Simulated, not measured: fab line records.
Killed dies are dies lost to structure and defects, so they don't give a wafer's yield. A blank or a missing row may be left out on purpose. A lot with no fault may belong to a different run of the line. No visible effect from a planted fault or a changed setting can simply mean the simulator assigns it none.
Chamber matching | flow n5Finfet | rieDiel-02 running N5_BEOL_M8_ETCH_72: 4 sister chambers
The step etches underlayer in N2/H2, target depth 6.5 nm, time 5.2 s. 16 wafers are shown with their chamber, then 8 later ones without.

WAFERS WITH THEIR CHAMBER
wafer  | chamber | showerheadPlenumPTorr (Torr) | drypumpMotorCurrentA (A) | throttleValvePct (%)
L077.2 | 2       | 2.59                         | 5.7                      | 17.96
L077.3 | 3       | 2.56                         | 5.9                      | 17.82
L077.4 | 1       | 2.41                         | 4.8                      | 17.89
L078.1 | 2       | 2.59                         | 5.7                      | 17.95
L078.2 | 3       | 2.56                         | 5.9                      | 17.83
L078.5 | 2       | 2.59                         | 5.7                      | 17.98
L080.1 | 2       | 2.59                         | 5.7                      | 17.92
L080.3 | 3       | 2.56                         | 5.8                      | 17.87
L080.5 | 0       | 2.55                         | 5.5                      | 17.54
L082.3 | 1       | 2.40                         | 4.9                      | 17.93
L082.4 | 0       | 2.55                         | 5.5                      | 17.55
L082.5 | 2       | 2.59                         | 5.6                      | 17.95
L084.2 | 2       | 2.58                         | 5.7                      | 17.99
L084.5 | 3       | 2.55                         | 5.9                      | 17.86
L084.6 | 0       | 2.55                         | 5.5                      | 17.56
L085.3 | 3       | 2.55                         | 5.9                      | 17.85

SIGNATURES (averages over the wafers above)
reading               | chamber 0 | chamber 1 | chamber 2 | chamber 3 | scatter within a chamber
showerheadPlenumPTorr | 2.5500    | 2.4050    | 2.5883    | 2.5560    | 0.00459
drypumpMotorCurrentA  | 5.500     | 4.850     | 5.683     | 5.880     | 0.0422
throttleValvePct      | 17.5500   | 17.9100   | 17.9583   | 17.8460   | 0.022
Rule: for each reading, subtract the chamber's mean from the wafer's reading, divide by that reading's scatter and square the result; add these up over the readings and take the root, which gives the wafer's distance from the chamber. The wafer belongs to the nearest chamber; if the next one is less than 2 further off, it can't be placed. The scatter: take each reading less its chamber's mean, square it, sum over the shown wafers, divide by the number of wafers less the number of chambers, and take the root.

WAFERS WHOSE CHAMBER IS MISSING
wafer  | showerheadPlenumPTorr (Torr) | drypumpMotorCurrentA (A) | throttleValvePct (%)
L085.4 | 2.55                         | 5.5                      | 17.55
L085.6 | 2.55                         | 5.8                      | 17.87
L091.1 | 2.55                         | 5.8                      | 17.88
L091.4 | 2.72                         | 4.8                      | 17.51
L091.5 | 2.58                         | 5.6                      | 17.99
L090.3 | 2.58                         | 5.6                      | 18.00
L090.5 | 2.58                         | 5.7                      | 17.98
L090.6 | 2.55                         | 5.8                      | 17.89

WHICH CHAMBER EACH WENT THROUGH
wafer  | from the rows above     | in truth
L085.4 | 0                       | 0
L085.6 | 3                       | 3
L091.1 | 3                       | 3
L091.4 | can't be placed: 0 or 2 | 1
L091.5 | 2                       | 2
L090.3 | 2                       | 2
L090.5 | 2                       | 2
L090.6 | 3                       | 3
Placed correctly: 7 of 8. From these rows, 1 cannot be placed; in 0 the true chamber is one of the candidates. Wrongly placed: 0.
